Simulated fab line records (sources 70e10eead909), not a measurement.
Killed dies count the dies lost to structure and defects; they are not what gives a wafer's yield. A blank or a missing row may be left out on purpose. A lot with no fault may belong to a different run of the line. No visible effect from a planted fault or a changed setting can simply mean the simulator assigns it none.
Matching of chambers ; flow nand harc ; NHARC_A_BLC_STRIP_29 on rie diel-04 has 4 sister chambers
The step strips in CF4. 4 wafers are shown with their chamber, then 8 later ones without.

## EACH WAFER AND ITS CHAMBER
wafer;chamber;drypump motor current A (A)
L714.5;3;6.6
L719.1;0;5.9
L719.6;1;5.6
L723.1;2;5.4

## WAFERS WITHOUT THEIR CHAMBER
wafer;drypump motor current A (A)
L723.2;5.9
L723.5;5.9
L726.3;5.9
L726.4;5.5
L726.6;5.9
L728.1;6.7
L728.2;5.9
L728.4;5.4

## EACH ONE'S CHAMBER
wafer;from the rows above;in truth
L723.2;0;0
L723.5;0;0
L726.3;0;0
L726.4;can't be placed: 1 or 2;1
L726.6;0;0
L728.1;3;3
L728.2;0;0
L728.4;2;2
Placed correctly: 7 of 8. These rows do not allow placing 1 (true chamber among the candidates in 1). 0 placed wrongly.
How it was worked out, from the rows above alone: a wafer's distance from a chamber is the root of the sum, over the readings, of the square of ((its reading less the chamber's mean) divided by the reading's scatter). If the next closest chamber is less than 2 further off than the closest, the wafer can't be placed; otherwise it belongs to the closest. For every chamber, the mean is computed from those of its wafers that are shown. The scatter: with one shown wafer a chamber, the root of the mean of the squares of how far each hidden wafer lies from its nearest shown one.
